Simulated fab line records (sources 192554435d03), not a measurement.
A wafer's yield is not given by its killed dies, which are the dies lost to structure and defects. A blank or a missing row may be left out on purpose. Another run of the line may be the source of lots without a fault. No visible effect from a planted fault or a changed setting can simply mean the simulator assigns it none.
Matching of chambers + flow n5_finfet + cmp-04 running N5_HKMG_FIN_CMP_94: 4 sister chambers
The step polishes, stops on SiNx, t overpolish 4.7 s, target thk 43.299 nm. 16 wafers are shown with their chamber, then 7 later ones without.

## WAFERS WITH THEIR CHAMBER
| wafer  | chamber | motor_current_A (A) | platen_rpm (rpm) | pad_life_wafers |
|--------|---------|---------------------|------------------|-----------------|
| L079.3 | 0       | 11.9                | 50.299           | 96              |
| L079.4 | 3       | 11.6                | 50.260           | 99              |
| L080.2 | 1       | 15.2                | 50.267           | 170             |
| L080.3 | 3       | 11.6                | 50.292           | 168             |
| L081.2 | 2       | 14.9                | 50.320           | 271             |
| L081.3 | 0       | 12.1                | 50.251           | 273             |
| L081.4 | 3       | 10.8                | 50.254           | 272             |
| L082.1 | 1       | 14.4                | 50.263           | 344             |
| L082.4 | 0       | 11.7                | 50.321           | 343             |
| L083.1 | 2       | 15.4                | 50.261           | 387             |
| L085.3 | 3       | 11.7                | 50.321           | 543             |
| L085.4 | 2       | 15.5                | 50.311           | 542             |
| L086.1 | 3       | 10.3                | 50.279           | 558             |
| L086.2 | 0       | 12.4                | 50.295           | 559             |
| L086.4 | 1       | 15.0                | 50.293           | 560             |
| L090.1 | 0       | 12.1                | 50.258           | 741             |

SIGNATURES (averages over the wafers above)
| reading         | chamber 0 | chamber 1 | chamber 2 | chamber 3 | scatter within a chamber |
|-----------------|-----------|-----------|-----------|-----------|--------------------------|
| motor_current_A | 12.040    | 14.867    | 15.267    | 11.200    | 0.444                    |
| platen_rpm      | 50.28480  | 50.27433  | 50.29733  | 50.28120  | 0.0273                   |
| pad_life_wafers | 402.40    | 358.00    | 400.00    | 328.00    | 213                      |
Rule: for each reading, subtract the chamber's mean from the wafer's reading, divide by that reading's scatter and square the result; add these up over the readings and take the root, which gives the wafer's distance from the chamber. The wafer belongs to the nearest chamber; if the next one is less than 2 further off, it can't be placed. The scatter: take each reading less its chamber's mean, square it, sum over the shown wafers, divide by the number of wafers less the number of chambers, and take the root.

## WAFERS MISSING THEIR CHAMBER
| wafer  | motor_current_A (A) | platen_rpm (rpm) | pad_life_wafers |
|--------|---------------------|------------------|-----------------|
| L090.4 | 15.2                | 50.346           | 738             |
| L091.3 | 12.3                | 50.260           | 763             |
| L091.4 | 14.7                | 50.325           | 765             |
| L094.1 | 11.1                | 50.289           | 930             |
| L094.4 | 14.6                | 50.262           | 932             |
| L095.1 | 11.2                | 50.276           | 962             |
| L095.4 | 12.8                | 50.264           | 963             |

## WHICH CHAMBER EACH ONE RAN IN
| wafer  | from the rows above     | in truth |
|--------|-------------------------|----------|
| L090.4 | can't be placed: 2 or 1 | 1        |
| L091.3 | can't be placed: 0 or 3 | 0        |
| L091.4 | can't be placed: 2 or 1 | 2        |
| L094.1 | can't be placed: 3 or 0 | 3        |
| L094.4 | can't be placed: 1 or 2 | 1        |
| L095.1 | can't be placed: 3 or 0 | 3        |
| L095.4 | can't be placed: 0 or 3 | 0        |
Correct placement for 0 of the 7. Not placeable from these rows: 7 (in 7, the candidates include the true chamber). 0 placed wrongly.
